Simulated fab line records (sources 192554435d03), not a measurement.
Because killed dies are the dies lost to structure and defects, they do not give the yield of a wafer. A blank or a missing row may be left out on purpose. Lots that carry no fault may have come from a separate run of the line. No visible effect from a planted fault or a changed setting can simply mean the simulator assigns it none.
Which tool was responsible? | flow n5Finfet | 10 lots, 30 wafers sampled, at 2 steps of a route of 1938

## WHAT EACH GAUGE READ, for each wafer
N5_GATE_CUT_CD_MEAS_13: target cd 20 nm.
lot  | measured    | on       | cdNm (nm)
L937 | day 4 12:37 | cdSem-01 | 20.34 20.39 20.31
L938 | day 4 21:06 | cdSem-02 | 20.17 20.25 19.76
L940 | day 5 06:05 | cdSem-02 | 19.89 20.12 20.28
L951 | day 7 22:36 | cdSem-02 | 20.19 20.52 20.07
L952 | day 8 05:58 | cdSem-03 | 20.07 19.92 19.77
L953 | day 8 15:26 | cdSem-02 | 19.93 19.89 20.11
L954 | day 8 18:49 | cdSem-01 | 20.37 20.02 20.27
L955 | day 9 00:37 | cdSem-03 | 19.97 19.70 19.94
L956 | day 9 07:50 | cdSem-03 | 20.04 19.95 20.19
L957 | day 9 15:49 | cdSem-01 | 19.76 20.09 19.98

## WHICH TOOL RAN EACH LOT (tool, then ch and the chambers of the sampled wafers, then the start)
lot  | N5_GATE_CUT_HM_DEP_46
L937 | pecvd-04 ch 0,1, day 4 12:17
L938 | pecvd-02 ch 0,1,2, day 4 20:46
L940 | pecvd-01 ch 0,1,2, day 5 05:46
L951 | pecvd-01 ch 0,2, day 7 22:16
L952 | pecvd-01 ch 0, day 8 05:25
L953 | pecvd-02 ch 1,2, day 8 15:04
L954 | pecvd-04 ch 0,1, day 8 18:20
L955 | pecvd-02 ch 0,1,2, day 9 00:16
L956 | pecvd-04 ch 0,1,2, day 9 07:30
L957 | pecvd-02 ch 0,1, day 9 15:22
- N5_GATE_CUT_HM_DEP_46: deposits SiO2 from TEOS/O2, target thk 130 nm, time 26.6 s.

## THE ANSWER, worked out from the rows above alone
Rule: usual is defined by the lots themselves. The widest of any qualifying gaps counts: lots, ordered by their means at a reading, are off when they make up no more than a third of the lots, leave a main group of 4 or more, and stand apart from it by 3 or more times the standard deviation of that group's means. The tables above print the reading to a certain number of digits; a main group whose means all agree to those digits is not used. Also off: a lot with no number at a reading for which 4 or more lots have one. Where the step has rows for the other lots, those lots are counted as sound.
No lot is off on any of the readings shown, so nothing can be concluded from this.

## WHAT THE SIMULATOR PUT IN
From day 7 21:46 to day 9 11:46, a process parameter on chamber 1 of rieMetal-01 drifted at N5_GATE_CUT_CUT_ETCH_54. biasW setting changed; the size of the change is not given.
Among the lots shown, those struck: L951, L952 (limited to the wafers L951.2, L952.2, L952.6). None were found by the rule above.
